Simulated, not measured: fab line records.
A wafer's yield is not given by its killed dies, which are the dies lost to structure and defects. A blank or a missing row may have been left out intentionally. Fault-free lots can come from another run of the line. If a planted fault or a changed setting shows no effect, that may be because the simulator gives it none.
Lot-split experiment | flow n5Finfet | 21 wafers read across 7 lots, on a route 1938 steps long

SPLIT DETAILS
At N5_BEOL_M6_HM_DEP_02 (deposits TiN, target thk 20 nm), the setting targetThkA was moved away from the recipe's 200 angstrom on 8 of the 21 wafers read, by -5.7% to +5.6%. The other wafers ran this setting at the recipe's value.

Reading taken at the split's own step.

THE READING
TiN_of_BEOL_M6_HM_DEP_02.thkNm (the simulator's own value, which no gauge read), in nm, at N5_BEOL_M6_HM_DEP_02 (deposits TiN, target thk 20 nm). There is no usual value for it anywhere in the file. The 13 wafers here that ran the recipe average 20.0 nm, standard deviation 0.25 nm.

wafer  | tool, chamber at the split | targetThkA as run, angstrom | against the recipe | TiN_of_BEOL_M6_HM_DEP_02.thkNm, nm | against lot-mates on the recipe
L074.2 | pvdSputter-02, -           | 188.7                       | -5.7%              | 18.8                               | -1.4
L074.5 | pvdSputter-02, -           | 188.7                       | -5.7%              | 18.8                               | -1.4
L074.3 | pvdSputter-02, -           | 200                         | recipe             | 20.2                               | -
L080.2 | pvdSputter-01, -           | 200                         | recipe             | 19.6                               | -
L080.5 | pvdSputter-01, -           | 211.3                       | +5.6%              | 21.2                               | +1.6
L080.6 | pvdSputter-01, -           | 211.3                       | +5.6%              | 20.8                               | +1.2
L082.1 | pvdSputter-01, -           | 200                         | recipe             | 20                                 | -
L082.2 | pvdSputter-01, -           | 200                         | recipe             | 20.4                               | -
L082.5 | pvdSputter-01, -           | 200                         | recipe             | 20.2                               | -
L084.1 | pvdSputter-03, -           | 188.9                       | -5.5%              | 19.2                               | -0.8
L084.2 | pvdSputter-03, -           | 200                         | recipe             | 20                                 | -
L084.3 | pvdSputter-03, -           | 188.9                       | -5.5%              | 19.4                               | -0.6
L087.1 | pvdSputter-02, -           | 200                         | recipe             | 20                                 | -
L087.3 | pvdSputter-02, -           | 200                         | recipe             | 20                                 | -
L087.6 | pvdSputter-02, -           | 200                         | recipe             | 19.8                               | -
L089.1 | pvdSputter-03, -           | 191.7                       | -4.2%              | 19.6                               | -0.7
L089.4 | pvdSputter-03, -           | 200                         | recipe             | 20.4                               | -
L089.6 | pvdSputter-03, -           | 200                         | recipe             | 20.2                               | -
L092.1 | pvdSputter-02, -           | 200                         | recipe             | 19.8                               | -
L092.2 | pvdSputter-02, -           | 190                         | -5.0%              | 19.2                               | -0.5
L092.4 | pvdSputter-02, -           | 200                         | recipe             | 19.6                               | -

THE FIT
A straight line over all 21 wafers: TiN_of_BEOL_M6_HM_DEP_02.thkNm changes by +0.168 nm for each +1% of targetThkA; r = +0.91; the points scatter about the line by 0.26 nm.
The same after taking each lot's own level away (the mean of its wafers on the recipe; 21 wafers): +0.2 nm for each +1%; r = +0.94; scatter 0.23 nm.
Per that fit: largest targetThkA move, reading shift of 1.1 nm.
From 19.60 to 20.30 nm: that is the span of the lots' own levels, equal to 2.8 times the standard deviation above.
In other words, the slope is changed by the lot-to-lot level; the two fits disagree.
Check: for one of the wafers moved furthest among these (-5.7%), held out of the fit, the line's prediction against its lot-mates is -0.998 nm. It came out at -1.4 nm against them.

FURTHER SPLITS ON THESE WAFERS
These wafers also went through other splits before the reading. Each is held against what the fit with the lots' levels taken away leaves over:
other split on the same wafers  | wafers away from the commonest value | r with TiN_of_BEOL_M6_HM_DEP_02.thkNm (lot level and that fit taken away)
N5_BEOL_M0_SAQP_COAT_34 spinRpm | 5                                    | +0.32
N5_BEOL_M1_COAT_05 spinRpm      | 8                                    | +0.07
N5_BEOL_M1_EXPOSE_08 doseMj     | 4                                    | -0.22
N5_BEOL_M2_COAT_22 spinRpm      | 5                                    | +0.23
N5_BEOL_M3_HM_DEP_02 targetThkA | 6                                    | -0.54
N5_BEOL_M3_COAT_73 tempC        | 8                                    | -0.22
N5_BEOL_M4_COAT_05 spinRpm      | 7                                    | -0.26
N5_BEOL_M4_ETCH_64 biasW        | 5                                    | +0.09
N5_BEOL_M4_COAT_76 spinRpm      | 6                                    | -0.27
N5_BEOL_M5_DESCUM_16 timeS      | 9                                    | -0.06
N5_BEOL_M5_ETCH_62 sourceW      | 6                                    | -0.12

FILE'S OWN FIT
TiN_of_BEOL_M6_HM_DEP_02.thkNm changes by +0.183 nm for each +1% of targetThkA, r = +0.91.
